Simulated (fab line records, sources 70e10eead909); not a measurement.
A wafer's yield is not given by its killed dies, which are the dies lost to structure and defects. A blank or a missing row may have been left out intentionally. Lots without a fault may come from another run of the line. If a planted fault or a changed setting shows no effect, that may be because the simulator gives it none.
One fault through the eyes of 3 desks ; flow nand-harc ; only its own numbers are on each desk; what lay behind them is given at the end

AT THE METROLOGY DESK
Lot by lot, what the gauges showed, no matter which tool ran the lot: averages of those sampled wafers that carry a number. If a lot's mean is further than 4 standard deviations from the usual mean, the lot is out of limits and carries the mark OUT (the distance appears in the brackets).
Columns: A = thk-nm at NHARC_A_SGD_CUT_THK_MEAS_22, usual 147.7 nm
lot;first seen here;A
L911;day 20 11:21;146.0
L913;day 20 17:22;146.8
L912;day 20 21:07;147.2
L916;day 21 02:32;147.7
L917;day 21 23:46;147.2
L919;day 22 16:08;145.7
L920;day 23 17:27;147.6
L922;day 24 01:55;148.3
L928;day 27 10:32;148.8
L932;day 28 13:59;148.0
L934;day 29 01:26;147.5
This desk's finding: nothing out of limits on any of the 11 lots.

FOR THE TOOL OWNER'S DESK: har-etch-01
The tool's own readings at NHARC_A_SLIT_ETCH_17 (etches the open film in C4F8/O2/Ar, time 4254.5 s, target depth 20300 nm): means of the sampled wafers that have a number, for each lot that ran on this tool. If a lot's mean is further than 4 standard deviations from the usual mean, the lot is out of limits and carries the mark OUT (the distance appears in the brackets).
Columns: A = drypump-motor-current-A at NHARC_A_SLIT_ETCH_17, usual 5.8 A; B = he-backside-leak-sccm at NHARC_A_SLIT_ETCH_17, usual 6.2 sccm; C = showerhead-plenum-p-Torr at NHARC_A_SLIT_ETCH_17, usual 3.69 Torr; D = throttle-valve-pct at NHARC_A_SLIT_ETCH_17, usual 32.045 %
lot;first seen here;A;B;C;D
L911;day 20 19:45;6.2;6.4;3.64;32.049
L916;day 21 11:43;5.9;6.6;3.64;32.044
L917;day 22 06:37;5.9;6.6;3.63;32.039
L919;day 23 09:06;6.1;6.4;3.63;32.043
L920;day 24 06:53;6.1;6.7;3.62;32.047
L928;day 27 18:32;5.9;7.3;3.60;32.041
L932;day 28 21:37;5.9;6.9;3.58;32.036
This desk's finding: nothing out of limits on any of the 7 lots.

THE DEFECT DESK
For each lot, the counts of the inspections along the route, averaged over the sampled wafers that have a number. If a lot's mean is further than 4 standard deviations from the usual mean, the lot is out of limits and carries the mark OUT (the distance appears in the brackets).
Columns: A = raw-defect-count at NHARC_A_SIN_REMOVE_INSPECT_04, usual 371
lot;first seen here;A
L911;day 21 07:31;341
L913;day 21 18:44;269
L912;day 21 21:09;339
L916;day 22 00:31;400
L917;day 22 18:21;476
L919;day 23 20:09;488
L920;day 24 17:18;415
L922;day 25 04:18;303
L928;day 28 05:41;553
L932;day 29 09:26;642
L934;day 30 00:58;379
This desk's finding: nothing out of limits on any of the 11 lots.

PUT TOGETHER
From the metrology desk's view, nothing was out of limits.
Nothing out of limits was seen by the tool owner's desk.
Nothing the defect desk looked at was out of limits.

WHAT THE SIMULATOR HAD PUT IN
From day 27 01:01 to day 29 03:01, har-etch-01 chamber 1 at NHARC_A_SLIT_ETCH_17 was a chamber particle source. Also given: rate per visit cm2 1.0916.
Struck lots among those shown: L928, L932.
